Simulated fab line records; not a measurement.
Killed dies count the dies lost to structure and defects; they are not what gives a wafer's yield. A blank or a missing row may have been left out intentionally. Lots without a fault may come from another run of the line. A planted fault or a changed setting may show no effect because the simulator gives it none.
Chamber matching -- flow n5_finfet -- rie_diel-01 running N5_MOL_CONTACT_COAG_STRIP_72: 4 sister chambers
The step strips in N2/H2. 4 wafers are shown with their chamber, then 10 later ones without.

## WAFERS PAIRED WITH THEIR CHAMBERS
wafer,chamber,showerhead_plenum_p_Torr (Torr)
L089.4,3,2.50
L089.6,1,2.40
L090.1,2,2.59
L090.4,0,2.64

## WAFERS WITH NO CHAMBER GIVEN
wafer,showerhead_plenum_p_Torr (Torr)
L090.6,2.64
L093.1,2.50
L093.4,2.39
L093.5,2.58
L094.2,2.39
L094.5,2.39
L094.6,2.58
L096.4,2.39
L096.5,2.50
L096.6,2.63

## WHICH CHAMBER EACH WENT THROUGH
wafer,from the rows above,in truth
L090.6,0,0
L093.1,3,3
L093.4,1,1
L093.5,2,2
L094.2,1,1
L094.5,1,1
L094.6,2,2
L096.4,1,1
L096.5,3,3
L096.6,0,0
Placed correctly: 10 of 10. Can't be placed from these rows: 0. Number placed wrongly: 0.
How it was worked out, from the rows above alone: a wafer's distance from a chamber is the root of the sum, over the readings, of the square of ((its reading less the chamber's mean) divided by the reading's scatter). If the next closest chamber is less than 2 further off than the closest, the wafer can't be placed; otherwise it belongs to the closest. A chamber's mean is the mean of its shown wafers. The scatter (one wafer shown for each chamber): square how far every hidden wafer sits from the nearest shown wafer, average those squares and take the square root.
